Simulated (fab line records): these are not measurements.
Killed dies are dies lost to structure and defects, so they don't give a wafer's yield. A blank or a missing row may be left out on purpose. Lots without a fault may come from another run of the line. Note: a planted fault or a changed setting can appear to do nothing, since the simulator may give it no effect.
Matching of chambers    flow n5Finfet    N5_FIN_CUT_STRIP_24 on rieDiel-05 has 4 sister chambers
The step strips in CF4. 16 wafers are shown with their chamber, then 8 later ones without.

WAFERS, EACH WITH ITS CHAMBER
wafer   chamber  drypumpMotorCurrentA (A)  showerheadPlenumPTorr (Torr)  throttleValvePct (%)
L076.1  3        5.1                       1.78                          13.27
L076.4  2        6.0                       1.87                          13.83
L076.5  0        5.8                       1.78                          13.80
L080.1  2        6.0                       1.87                          13.89
L080.4  3        5.2                       1.78                          13.30
L080.6  3        5.1                       1.78                          13.30
L081.1  2        6.0                       1.87                          13.86
L081.3  3        5.2                       1.78                          13.32
L081.4  0        5.7                       1.78                          13.82
L084.1  0        5.8                       1.77                          13.83
L084.4  3        5.1                       1.78                          13.34
L084.6  0        5.8                       1.77                          13.86
L093.1  1        5.6                       1.84                          13.61
L093.4  3        5.1                       1.77                          13.35
L093.6  0        5.8                       1.77                          13.89
L094.1  2        6.0                       1.86                          13.93

SIGNATURES (averages over the wafers above)
reading                chamber 0  chamber 1  chamber 2  chamber 3  scatter within a chamber
drypumpMotorCurrentA   5.780      5.600      6.000      5.133      0.0422
showerheadPlenumPTorr  1.7740     1.8400     1.8675     1.7783     0.00482
throttleValvePct       13.8400    13.6100    13.8775    13.3133    0.0351
Rule: distance of a wafer from a chamber = root of the sum over the readings of ((wafer's reading minus chamber's mean) / reading's scatter) squared. The wafer belongs to the nearest chamber; if the next one is less than 2 further off, it can't be placed. The scatter: take each reading less its chamber's mean, square it, sum over the shown wafers, divide by the number of wafers less the number of chambers, and take the root.

WAFERS WITHOUT THEIR CHAMBER
wafer   drypumpMotorCurrentA (A)  showerheadPlenumPTorr (Torr)  throttleValvePct (%)
L094.2  5.8                       1.77                          13.88
L094.5  5.8                       1.77                          13.86
L095.2  5.6                       1.84                          13.63
L095.5  5.1                       1.77                          13.34
L095.6  5.8                       1.77                          13.89
L096.2  5.6                       1.84                          13.63
L096.4  5.8                       1.77                          13.90
L096.5  5.6                       1.84                          13.62

EACH ONE'S CHAMBER
wafer   from the rows above  in truth
L094.2  0                    0
L094.5  0                    0
L095.2  1                    1
L095.5  3                    3
L095.6  0                    0
L096.2  1                    1
L096.4  0                    0
L096.5  1                    1
8 of 8 placed correctly. Can't be placed from these rows: 0. Placed wrongly: 0.
